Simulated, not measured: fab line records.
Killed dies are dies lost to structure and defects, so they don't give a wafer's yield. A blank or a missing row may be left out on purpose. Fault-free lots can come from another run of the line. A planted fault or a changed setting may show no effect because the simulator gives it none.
A lot that was struck, set against a sound lot || flow n5Finfet || 14 out of 1938 route steps
Sound: these wafers, L157.2, L157.3, L157.4. Struck: wafer L151.5. (L151.6 of the same lot was not struck and is left out.) The cause comes at the end.
For every step that has rows: the tool of each side, followed by ch and its chambers, followed by its first start. Under that, the readings that differ: sound wafers || struck wafers || difference of the means || sigmas: that difference in standard deviations of wafers without a fault.
alike: readings whose means differ by less than 2 such deviations, and words and numbers that are the same on both sides. not compared: withheld readings, readings that some wafer has no value for, bounds like >300 that may hide the same value, and numbers for which the record gives no deviation and whose values overlap.
The two part at a step that has a row with sigmas, a row that says differs or no value, or rows on one side only. Non-overlapping numbers with no deviation appear without sigmas and do not part them. Lack of a reading on every wafer of one side parts them only where that side has two or more wafers.

N5_BEOL_M6_TRENCH_ETCH_37: etches SiCOH lowk in C4F6/O2, target depth 94.435 nm, time 31.5 s.
  sound: rieDiel-01 ch 0,2; struck: rieDiel-01 ch 1
  alike: drypumpMotorCurrentA, oesProductAu, rfVppV, showerheadPlenumPTorr, throttleValvePct
  not compared: rfHoursCounterH
then, 2 steps without rows for these wafers: N5_BEOL_M6_ETCH_41 (etches SiCN in CH3F/O2, target depth 29.7 nm, time 52 s); N5_BEOL_M6_STRIP_80 (strips in N2/H2, time 10 s).
N5_BEOL_M6_OCD_MEAS_38:
  sound on ocd-02 at day 14 01:42; struck on ocd-01 at day 13 02:51
  alike: trenchDepthNm
then, 4 steps without rows for these wafers: N5_BEOL_M6_HM_STRIP_39 (strips TiN in peroxide tin strip, target depth 25 nm, time 158 s); N5_BEOL_M6_SRD_40 (time 30 s); N5_BEOL_M6_PRECLEAN_42 (cleans in residue remover, time 60 s); N5_BEOL_M6_SRD_43 (time 30 s).
N5_BEOL_M6_CD_MEAS_35: target cd 40 nm, target cd y 28 nm.
  sound on cdSem-01 at day 14 01:51; struck on cdSem-02 at day 13 03:00
  alike: cdNm
N5_BEOL_M6_CURE_75: cures SiCOH lowk, time 120 s.
  sound on uvCure-03 ch 0, day 14 01:56; struck on uvCure-03 ch 1, day 13 03:14
  alike: lampPowerPct, wafer_temp_C_max
N5_BEOL_M6_DEGAS_44: time 60 s.
  sound on pvdSputter-03 at day 14 02:16; struck on pvdSputter-02 at day 13 03:34
  alike: heaterPowerW
N5_BEOL_M6_PRE_CLEAN_45: time 30 s.
  sound on pvdSputter-03 at day 14 02:19; struck on pvdSputter-02 at day 13 03:36
  alike: heaterPowerW
N5_BEOL_M6_ALD_77: deposits TaN, target thk 2 nm, pulse time 2 s, purge time 3 s.
  sound on aldMetal-03 ch 0,1,2, day 14 02:36; struck on aldMetal-04 ch 3, day 13 03:46
{"reading": "aldCycles", "sound": "40 40 40", "struck": 53, "difference": "+13", "sigmas": ""}
{"reading": "heaterPowerW (W)", "sound": "437 495 451", "struck": 372, "difference": -89, "sigmas": -2}
{"reading": "model.TaN_of_BEOL_M6_ALD_77.thkNm (nm)", "sound": "2 2 2", "struck": 2.6, "difference": "+0.6", "sigmas": ""}
  not compared: sinceWetCleanH
N5_BEOL_M6_SURFACE_TREAT_79:
  sound on pvdSputter-01 at day 14 04:27; struck on pvdSputter-02 at day 13 04:11
  not compared: throttleValvePct

WHERE THEY PART
At N5_BEOL_M6_ALD_77 and nowhere else, as far as this record goes.

WHY: what the simulator had put in
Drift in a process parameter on aldMetal-04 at N5_BEOL_M6_ALD_77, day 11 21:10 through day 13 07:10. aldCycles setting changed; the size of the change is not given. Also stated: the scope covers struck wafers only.
